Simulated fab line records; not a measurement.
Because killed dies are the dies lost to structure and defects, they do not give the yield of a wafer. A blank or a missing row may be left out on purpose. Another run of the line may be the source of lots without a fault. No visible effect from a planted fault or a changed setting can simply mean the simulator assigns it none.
Split-lot experiment :: flow n5Finfet :: route with 1938 steps; 7 lots, 39 wafers read

## ABOUT THE SPLIT
At N5_BEOL_M9_HM_DEP_02 (deposits TiN, target thk 20 nm), the setting targetThkA was moved away from the recipe's 200 angstrom on 12 of the 39 wafers read, by -36.5% to +39.8%. All remaining wafers had this setting at the recipe value.

## FROM THE SPLIT TO THE READING: what the file shows between them, 4 steps
- N5_BEOL_M9_COAT_59: time 60 s, resist thk 100 nm
- N5_BEOL_M9_COAT_60: time 60 s, resist thk 30 nm
- N5_BEOL_M9_STRIP_68: strips in N2/H2
- N5_BEOL_M9_STRIP_67: strips in CF4

## THE READING
etch.depthNm (the simulator's own value, which no gauge read), in nm, at N5_BEOL_M9_HM_OPEN_17 (chemistry Cl2/BCl3, target TiN, target depth 20 nm, overetch 6 nm). No usual value for it is given in the file. Here, 27 wafers ran the recipe; their average is 19.85 nm with a standard deviation of 0.21 nm.

wafer: L074.1
tool, chamber at the split: pvdSputter-03, -
targetThkA as run, angstrom: 248.7
against the recipe: +24.4%
etch.depthNm, nm: 24.98
against lot-mates on the recipe: +5.04

wafer: L074.5
tool, chamber at the split: pvdSputter-03, -
targetThkA as run, angstrom: 248.7
against the recipe: +24.4%
etch.depthNm, nm: 24.98
against lot-mates on the recipe: +5.04

wafer: L074.2
tool, chamber at the split: pvdSputter-03, -
targetThkA as run, angstrom: 248.7
against the recipe: +24.4%
etch.depthNm, nm: 25.22
against lot-mates on the recipe: +5.28

wafer: L074.3
tool, chamber at the split: pvdSputter-03, -
targetThkA as run, angstrom: 200
against the recipe: recipe
etch.depthNm, nm: 19.95
against lot-mates on the recipe: -

wafer: L074.4
tool, chamber at the split: pvdSputter-03, -
targetThkA as run, angstrom: 200
against the recipe: recipe
etch.depthNm, nm: 19.95
against lot-mates on the recipe: -

wafer: L074.6
tool, chamber at the split: pvdSputter-03, -
targetThkA as run, angstrom: 200
against the recipe: recipe
etch.depthNm, nm: 19.93
against lot-mates on the recipe: -

wafer: L076.1
tool, chamber at the split: pvdSputter-03, -
targetThkA as run, angstrom: 200
against the recipe: recipe
etch.depthNm, nm: 20.44
against lot-mates on the recipe: -

wafer: L076.4
tool, chamber at the split: pvdSputter-03, -
targetThkA as run, angstrom: 200
against the recipe: recipe
etch.depthNm, nm: 19.81
against lot-mates on the recipe: -

wafer: L076.6
tool, chamber at the split: pvdSputter-03, -
targetThkA as run, angstrom: 200
against the recipe: recipe
etch.depthNm, nm: 20.33
against lot-mates on the recipe: -

wafer: L077.1
tool, chamber at the split: pvdSputter-01, -
targetThkA as run, angstrom: 200
against the recipe: recipe
etch.depthNm, nm: 19.9
against lot-mates on the recipe: -

wafer: L077.2
tool, chamber at the split: pvdSputter-01, -
targetThkA as run, angstrom: 200
against the recipe: recipe
etch.depthNm, nm: 20.16
against lot-mates on the recipe: -

wafer: L077.3
tool, chamber at the split: pvdSputter-01, -
targetThkA as run, angstrom: 200
against the recipe: recipe
etch.depthNm, nm: 20.06
against lot-mates on the recipe: -

wafer: L077.4
tool, chamber at the split: pvdSputter-01, -
targetThkA as run, angstrom: 279.7
against the recipe: +39.8%
etch.depthNm, nm: 25.77
against lot-mates on the recipe: +5.73

wafer: L077.5
tool, chamber at the split: pvdSputter-01, -
targetThkA as run, angstrom: 279.7
against the recipe: +39.8%
etch.depthNm, nm: 25.78
against lot-mates on the recipe: +5.74

wafer: L077.6
tool, chamber at the split: pvdSputter-01, -
targetThkA as run, angstrom: 279.7
against the recipe: +39.8%
etch.depthNm, nm: 26.29
against lot-mates on the recipe: +6.25

wafer: L082.1
tool, chamber at the split: pvdSputter-02, -
targetThkA as run, angstrom: 200
against the recipe: recipe
etch.depthNm, nm: 19.82
against lot-mates on the recipe: -

wafer: L082.2
tool, chamber at the split: pvdSputter-02, -
targetThkA as run, angstrom: 150
against the recipe: -25.0%
etch.depthNm, nm: 15.14
against lot-mates on the recipe: -4.73

wafer: L082.3
tool, chamber at the split: pvdSputter-02, -
targetThkA as run, angstrom: 150
against the recipe: -25.0%
etch.depthNm, nm: 14.83
against lot-mates on the recipe: -5.04

wafer: L082.4
tool, chamber at the split: pvdSputter-02, -
targetThkA as run, angstrom: 200
against the recipe: recipe
etch.depthNm, nm: 19.93
against lot-mates on the recipe: -

wafer: L082.5
tool, chamber at the split: pvdSputter-02, -
targetThkA as run, angstrom: 150
against the recipe: -25.0%
etch.depthNm, nm: 15.24
against lot-mates on the recipe: -4.63

wafer: L082.6
tool, chamber at the split: pvdSputter-02, -
targetThkA as run, angstrom: 200
against the recipe: recipe
etch.depthNm, nm: 19.85
against lot-mates on the recipe: -

wafer: L088.1
tool, chamber at the split: pvdSputter-01, -
targetThkA as run, angstrom: 200
against the recipe: recipe
etch.depthNm, nm: 19.81
against lot-mates on the recipe: -

wafer: L088.2
tool, chamber at the split: pvdSputter-01, -
targetThkA as run, angstrom: 200
against the recipe: recipe
etch.depthNm, nm: 19.86
against lot-mates on the recipe: -

wafer: L088.3
tool, chamber at the split: pvdSputter-01, -
targetThkA as run, angstrom: 127.1
against the recipe: -36.5%
etch.depthNm, nm: 12.39
against lot-mates on the recipe: -7.39

wafer: L088.4
tool, chamber at the split: pvdSputter-01, -
targetThkA as run, angstrom: 127.1
against the recipe: -36.5%
etch.depthNm, nm: 12.49
against lot-mates on the recipe: -7.29

wafer: L088.5
tool, chamber at the split: pvdSputter-01, -
targetThkA as run, angstrom: 127.1
against the recipe: -36.5%
etch.depthNm, nm: 12.45
against lot-mates on the recipe: -7.33

wafer: L088.6
tool, chamber at the split: pvdSputter-01, -
targetThkA as run, angstrom: 200
against the recipe: recipe
etch.depthNm, nm: 19.67
against lot-mates on the recipe: -

wafer: L092.1
tool, chamber at the split: pvdSputter-01, -
targetThkA as run, angstrom: 200
against the recipe: recipe
etch.depthNm, nm: 19.73
against lot-mates on the recipe: -

wafer: L092.2
tool, chamber at the split: pvdSputter-01, -
targetThkA as run, angstrom: 200
against the recipe: recipe
etch.depthNm, nm: 19.86
against lot-mates on the recipe: -

wafer: L092.3
tool, chamber at the split: pvdSputter-01, -
targetThkA as run, angstrom: 200
against the recipe: recipe
etch.depthNm, nm: 19.92
against lot-mates on the recipe: -

wafer: L092.4
tool, chamber at the split: pvdSputter-01, -
targetThkA as run, angstrom: 200
against the recipe: recipe
etch.depthNm, nm: 19.76
against lot-mates on the recipe: -

wafer: L092.5
tool, chamber at the split: pvdSputter-01, -
targetThkA as run, angstrom: 200
against the recipe: recipe
etch.depthNm, nm: 19.77
against lot-mates on the recipe: -

wafer: L092.6
tool, chamber at the split: pvdSputter-01, -
targetThkA as run, angstrom: 200
against the recipe: recipe
etch.depthNm, nm: 19.68
against lot-mates on the recipe: -

wafer: L095.1
tool, chamber at the split: pvdSputter-01, -
targetThkA as run, angstrom: 200
against the recipe: recipe
etch.depthNm, nm: 19.68
against lot-mates on the recipe: -

wafer: L095.2
tool, chamber at the split: pvdSputter-01, -
targetThkA as run, angstrom: 200
against the recipe: recipe
etch.depthNm, nm: 19.59
against lot-mates on the recipe: -

wafer: L095.3
tool, chamber at the split: pvdSputter-01, -
targetThkA as run, angstrom: 200
against the recipe: recipe
etch.depthNm, nm: 19.69
against lot-mates on the recipe: -

wafer: L095.4
tool, chamber at the split: pvdSputter-01, -
targetThkA as run, angstrom: 200
against the recipe: recipe
etch.depthNm, nm: 19.58
against lot-mates on the recipe: -

wafer: L095.5
tool, chamber at the split: pvdSputter-01, -
targetThkA as run, angstrom: 200
against the recipe: recipe
etch.depthNm, nm: 19.75
against lot-mates on the recipe: -

wafer: L095.6
tool, chamber at the split: pvdSputter-01, -
targetThkA as run, angstrom: 200
against the recipe: recipe
etch.depthNm, nm: 19.44
against lot-mates on the recipe: -

THE FIT
A straight line over all 39 wafers: etch.depthNm changes by +0.184 nm for each +1% of targetThkA; r = +0.99; the points scatter about the line by 0.49 nm.
The same after taking each lot's own level away (the mean of its wafers on the recipe; 39 wafers): +0.181 nm for each +1%; r = +0.99; scatter 0.48 nm.
The reading moves by 7.2 nm for the largest change in targetThkA, on that fit.
Measured against the standard deviation above, the lots' own levels, which go from 19.622 to 20.193 nm, span 2.7 times it.
So the lot-to-lot level changes the slope little: the two slopes agree.
Check: for one of the wafers moved furthest among these (+39.8%), held out of the fit, the line's prediction against its lot-mates is +7.33 nm. Against them it came out at +5.73 nm.

## THE WHOLE CHAIN: every reading that the file lists as answering this split, in the file's order
step: N5_BEOL_M9_HM_DEP_02
what it does: deposits TiN, target thk 20 nm
reading: TiN_of_BEOL_M9_HM_DEP_02.thkNm (the simulator's own value, which no gauge read)
change (the file's fit): +0.199 nm for each +1% of the setting
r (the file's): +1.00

step: N5_BEOL_M9_HM_OPEN_17
what it does: chemistry Cl2/BCl3, target TiN, target depth 20 nm, overetch 6 nm
reading: etch.depthNm (the simulator's own value, which no gauge read)
change (the file's fit): +0.181 nm for each +1% of the setting
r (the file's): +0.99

## FILE'S OWN FIT
etch.depthNm changes by +0.181 nm for each +1% of targetThkA, r = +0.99.
